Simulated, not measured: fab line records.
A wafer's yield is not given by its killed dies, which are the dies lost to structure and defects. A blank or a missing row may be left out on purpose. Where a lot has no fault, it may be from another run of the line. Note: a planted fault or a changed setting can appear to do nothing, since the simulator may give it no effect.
Chamber matching :: flow n5_finfet :: N5_BEOL_M11_DESCUM_16 on rie_diel-03 has 4 sister chambers
The step chemistry O2, time 7.9 s. 8 wafers are shown with their chamber, then 11 later ones without.

## WAFERS WITH THEIR CHAMBER
wafer: L086.5
chamber: 1
drypump_motor_current_A (A): 5.9
throttle_valve_pct (%): 20.0

wafer: L089.2
chamber: 0
drypump_motor_current_A (A): 5.2
throttle_valve_pct (%): 20.4

wafer: L089.5
chamber: 0
drypump_motor_current_A (A): 5.2
throttle_valve_pct (%): 20.4

wafer: L088.6
chamber: 2
drypump_motor_current_A (A): 6.0
throttle_valve_pct (%): 19.7

wafer: L092.3
chamber: 3
drypump_motor_current_A (A): 6.5
throttle_valve_pct (%): 20.5

wafer: L092.5
chamber: 2
drypump_motor_current_A (A): 6.0
throttle_valve_pct (%): 19.8

wafer: L092.6
chamber: 3
drypump_motor_current_A (A): 6.4
throttle_valve_pct (%): 20.5

wafer: L093.1
chamber: 1
drypump_motor_current_A (A): 5.9
throttle_valve_pct (%): 20.1

## WAFERS MISSING THEIR CHAMBER
wafer: L093.3
drypump_motor_current_A (A): 6.5
throttle_valve_pct (%): 20.5

wafer: L093.6
drypump_motor_current_A (A): 5.3
throttle_valve_pct (%): 20.4

wafer: L094.1
drypump_motor_current_A (A): 5.9
throttle_valve_pct (%): 20.0

wafer: L094.3
drypump_motor_current_A (A): 6.5
throttle_valve_pct (%): 20.5

wafer: L094.4
drypump_motor_current_A (A): 5.2
throttle_valve_pct (%): 20.4

wafer: L095.1
drypump_motor_current_A (A): 5.9
throttle_valve_pct (%): 20.0

wafer: L095.3
drypump_motor_current_A (A): 5.2
throttle_valve_pct (%): 20.4

wafer: L095.6
drypump_motor_current_A (A): 6.5
throttle_valve_pct (%): 20.5

wafer: L097.2
drypump_motor_current_A (A): 5.9
throttle_valve_pct (%): 20.1

wafer: L097.3
drypump_motor_current_A (A): 6.0
throttle_valve_pct (%): 19.8

wafer: L097.6
drypump_motor_current_A (A): 6.5
throttle_valve_pct (%): 20.5

## THE CHAMBER EACH PASSED THROUGH
wafer: L093.3
from the rows above: 3
in truth: 3

wafer: L093.6
from the rows above: 0
in truth: 0

wafer: L094.1
from the rows above: 1
in truth: 1

wafer: L094.3
from the rows above: 3
in truth: 3

wafer: L094.4
from the rows above: 0
in truth: 0

wafer: L095.1
from the rows above: 1
in truth: 1

wafer: L095.3
from the rows above: 0
in truth: 0

wafer: L095.6
from the rows above: 3
in truth: 3

wafer: L097.2
from the rows above: 1
in truth: 1

wafer: L097.3
from the rows above: 2
in truth: 2

wafer: L097.6
from the rows above: 3
in truth: 3
Correct placement for 11 of the 11. Left unplaced by these rows: 0. Wrongly placed: 0.
How it was worked out, from the rows above alone: a wafer's distance from a chamber is the root of the sum, over the readings, of the square of ((its reading less the chamber's mean) divided by the reading's scatter). If the next closest chamber is less than 2 further off than the closest, the wafer can't be placed; otherwise it belongs to the closest. A chamber's mean is the mean of its shown wafers. The scatter is the square root of a quotient: the sum, over the shown wafers, of each reading's squared deviation from its chamber's mean, divided by wafers minus chambers.
